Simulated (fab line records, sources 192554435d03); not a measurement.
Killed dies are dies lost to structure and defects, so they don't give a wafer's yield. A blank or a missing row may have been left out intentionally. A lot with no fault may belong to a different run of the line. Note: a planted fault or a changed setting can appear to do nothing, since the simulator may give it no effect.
Which tool did it? / flow n5_finfet / 28 wafers from 10 lots sampled at 3 of the route's 1938 steps

== WHAT THE GAUGES SHOWED, per wafer ==
N5_BEOL_M15_THK_MEAS_50: measures by xrf.
lot=L482; measured=day 12 14:11; on=film_metro-02; M15_THK (nm)=821 828 839
lot=L486; measured=day 13 05:51; on=film_metro-02; M15_THK (nm)=842 866 855
lot=L487; measured=day 13 19:49; on=film_metro-02; M15_THK (nm)=843 846 841
lot=L490; measured=day 14 10:19; on=film_metro-01; M15_THK (nm)=1263 851
lot=L492; measured=day 15 17:25; on=film_metro-02; M15_THK (nm)=1257 1237
lot=L494; measured=day 16 00:32; on=film_metro-01; M15_THK (nm)=833 848 848
lot=L500; measured=day 16 15:51; on=film_metro-02; M15_THK (nm)=829 845 853
lot=L502; measured=day 17 11:18; on=film_metro-01; M15_THK (nm)=838 883 842
lot=L503; measured=day 17 16:23; on=film_metro-02; M15_THK (nm)=851 840 880
lot=L501; measured=day 17 20:55; on=film_metro-02; M15_THK (nm)=842 885 864

== WHICH TOOL RAN EACH LOT (tool, then ch and the chambers of the sampled wafers, then the start) ==
lot=L482; N5_BEOL_M15_VIA_ETCH_16=rie_diel-01 ch 1,2,3, day 12 09:54; N5_BEOL_M15_TRENCH_ETCH_34=rie_diel-02 ch 1,2,3, day 12 11:25
lot=L486; N5_BEOL_M15_VIA_ETCH_16=rie_diel-01 ch 1,2,3, day 12 17:46; N5_BEOL_M15_TRENCH_ETCH_34=rie_diel-02 ch 0,1,2, day 12 19:22
lot=L487; N5_BEOL_M15_VIA_ETCH_16=rie_diel-01 ch 0,1,3, day 13 14:55; N5_BEOL_M15_TRENCH_ETCH_34=rie_diel-03 ch 1,2,3, day 13 16:22
lot=L490; N5_BEOL_M15_VIA_ETCH_16=rie_diel-02 ch 2,3, day 14 02:50; N5_BEOL_M15_TRENCH_ETCH_34=rie_diel-02 ch 2,3, day 14 05:05
lot=L492; N5_BEOL_M15_VIA_ETCH_16=rie_diel-03 ch 2,3, day 15 03:14; N5_BEOL_M15_TRENCH_ETCH_34=rie_diel-02 ch 0,3, day 15 04:50
lot=L494; N5_BEOL_M15_VIA_ETCH_16=rie_diel-03 ch 0,2,3, day 15 16:14; N5_BEOL_M15_TRENCH_ETCH_34=rie_diel-03 ch 0,1,3, day 15 19:53
lot=L500; N5_BEOL_M15_VIA_ETCH_16=rie_diel-02 ch 2,3, day 16 11:19; N5_BEOL_M15_TRENCH_ETCH_34=rie_diel-03 ch 0,3, day 16 12:58
lot=L502; N5_BEOL_M15_VIA_ETCH_16=rie_diel-02 ch 0,3, day 17 08:04; N5_BEOL_M15_TRENCH_ETCH_34=rie_diel-01 ch 0,3, day 17 09:32
lot=L503; N5_BEOL_M15_VIA_ETCH_16=rie_diel-03 ch 0,1,2, day 17 12:17; N5_BEOL_M15_TRENCH_ETCH_34=rie_diel-01 ch 0,1,3, day 17 14:02
lot=L501; N5_BEOL_M15_VIA_ETCH_16=rie_diel-02 ch 0,2,3, day 17 16:46; N5_BEOL_M15_TRENCH_ETCH_34=rie_diel-02 ch 0,1,2, day 17 18:22
- N5_BEOL_M15_VIA_ETCH_16: etches SiO2 in C4F8/O2/Ar, target depth 1792.2 nm.
- N5_BEOL_M15_TRENCH_ETCH_34: etches SiO2 in C4F8/O2/Ar, target depth 872.93 nm, time 199 s.

== THE ANSWER, worked out from the rows above alone ==
Rule: what is usual is taken from the lots themselves. Put in order of their means at a reading, lots are off if they are a third of the lots or fewer, leave a main group of 4 or more, and stand apart from it by a gap of 3 or more times the standard deviation of the main group's means; of several such gaps the widest counts. A main group whose means are all the same, to the digits that the tables above print for the reading, isn't used. Also off: a lot with no number at a reading for which 4 or more lots have one. Any other lot the step has rows for is counted as sound.
Off: L490, L492, seen at N5_BEOL_M15_THK_MEAS_50 (M15_THK). The main group: mean 848 nm, standard deviation 10.
A tool fits if, at a process step before that reading, it ran every lot that is off, and no sound lot after the first of them. The gauges at N5_BEOL_M15_THK_MEAS_50 are tried like those tools. No candidate that was tried fits.

== WHAT THE SIMULATOR HAD PUT IN ==
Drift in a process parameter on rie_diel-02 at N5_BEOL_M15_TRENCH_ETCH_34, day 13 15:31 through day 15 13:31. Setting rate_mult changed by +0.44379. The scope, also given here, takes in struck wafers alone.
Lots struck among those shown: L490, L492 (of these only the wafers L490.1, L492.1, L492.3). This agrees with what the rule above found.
